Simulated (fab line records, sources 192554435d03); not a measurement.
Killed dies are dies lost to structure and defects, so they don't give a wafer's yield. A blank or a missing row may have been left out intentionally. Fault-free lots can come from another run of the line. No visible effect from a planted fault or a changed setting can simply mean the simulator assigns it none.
Lot-split experiment    flow n5-finfet    21 wafers read from 7 lots, route of 1938 steps

== THE SPLIT ITSELF ==
At N5_BEOL_M15_TRENCH_ETCH_34 (etches SiO2 in C4F8/O2/Ar, target depth 872.93 nm, time 199 s), the setting bias-w was moved away from the recipe's 2040 W on 8 of the 21 wafers read, by -16.4% to +9.1%. This setting was run at the recipe's value on the other wafers.

The reading is taken at the split's own step.

== THE READING ==
rf-vpp-V, in V, at N5_BEOL_M15_TRENCH_ETCH_34 (etches SiO2 in C4F8/O2/Ar, target depth 872.93 nm, time 199 s). Typical for fault-free wafers on this fab line: 2213 V, with standard deviation 33 V.

wafer   tool, chamber at the split  bias-w as run, W  against the recipe  rf-vpp-V, V  against lot-mates on the recipe
L077.2  rie-diel-03, 3              1798              -11.9%              2027         no lot-mate on the recipe
L077.3  rie-diel-03, 0              1798              -11.9%              2004         no lot-mate on the recipe
L077.6  rie-diel-03, 0              1798              -11.9%              2001         no lot-mate on the recipe
L075.2  rie-diel-05, 3              2040              recipe              2174         -
L075.4  rie-diel-05, 0              2040              recipe              2227         -
L075.6  rie-diel-05, 3              2040              recipe              2172         -
L085.3  rie-diel-03, 3              2040              recipe              2216         -
L085.4  rie-diel-03, 2              2040              recipe              2193         -
L085.6  rie-diel-03, 1              2040              recipe              2209         -
L087.2  rie-diel-02, 0              2040              recipe              2257         -
L087.3  rie-diel-02, 3              2040              recipe              2260         -
L087.6  rie-diel-02, 0              2040              recipe              2258         -
L090.2  rie-diel-05, 1              1705              -16.4%              1939         -290
L090.5  rie-diel-05, 2              2040              recipe              2286         -
L090.6  rie-diel-05, 3              2040              recipe              2173         -
L094.2  rie-diel-02, 2              2040              recipe              2172         -
L094.3  rie-diel-02, 3              2225              +9.1%               2399         +227
L094.6  rie-diel-02, 2              2225              +9.1%               2304         +132
L096.1  rie-diel-03, 3              1822              -10.7%              2044         -144
L096.2  rie-diel-03, 0              2040              recipe              2188         -
L096.4  rie-diel-03, 2              1822              -10.7%              2022         -166

THE FIT
A straight line over all 21 wafers: rf-vpp-V changes by +16.6 V for each +1% of bias-w; r = +0.96; the points scatter about the line by 36 V.
The same after taking each lot's own level away (the mean of its wafers on the recipe; 18 wafers): +17.3 V for each +1%; r = +0.96; scatter 31 V.
According to that fit, moving bias-w by its largest amount changes the reading by 2.8e+02 V.
The span of the lots' own levels, 2172.0 to 2258.3 V, comes to 2.6 times the standard deviation stated above.
Hence the lot-to-lot level has little effect on the slope; both slopes agree.
Check: with one of the wafers moved furthest among these (-16.4%) left out of the fit, the line predicts -269 V for it against its lot-mates. It came out at -290 V against them.
Tool readings at the split's step, against how far the setting was moved: rf-vpp-V r = +0.96.

== OTHER SPLITS ON THESE WAFERS ==
Before the reading, these wafers also passed through other splits. Each is held against what the fit with the lots' levels taken away leaves over:
other split on the same wafers     wafers away from the commonest value  r with rf-vpp-V (lot level and that fit taken away)
N5_BEOL_M14_ILD_DEP_00 time-s      7                                     +0.21
N5_BEOL_M14_TRENCH_ETCH_34 bias-w  4                                     +0.18
N5_BEOL_M15_PEB_26 peb-time-s      5                                     +0.38

== THE FILE'S OWN FIT ==
rf-vpp-V changes by +17.3 V for each +1% of bias-w, r = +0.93.
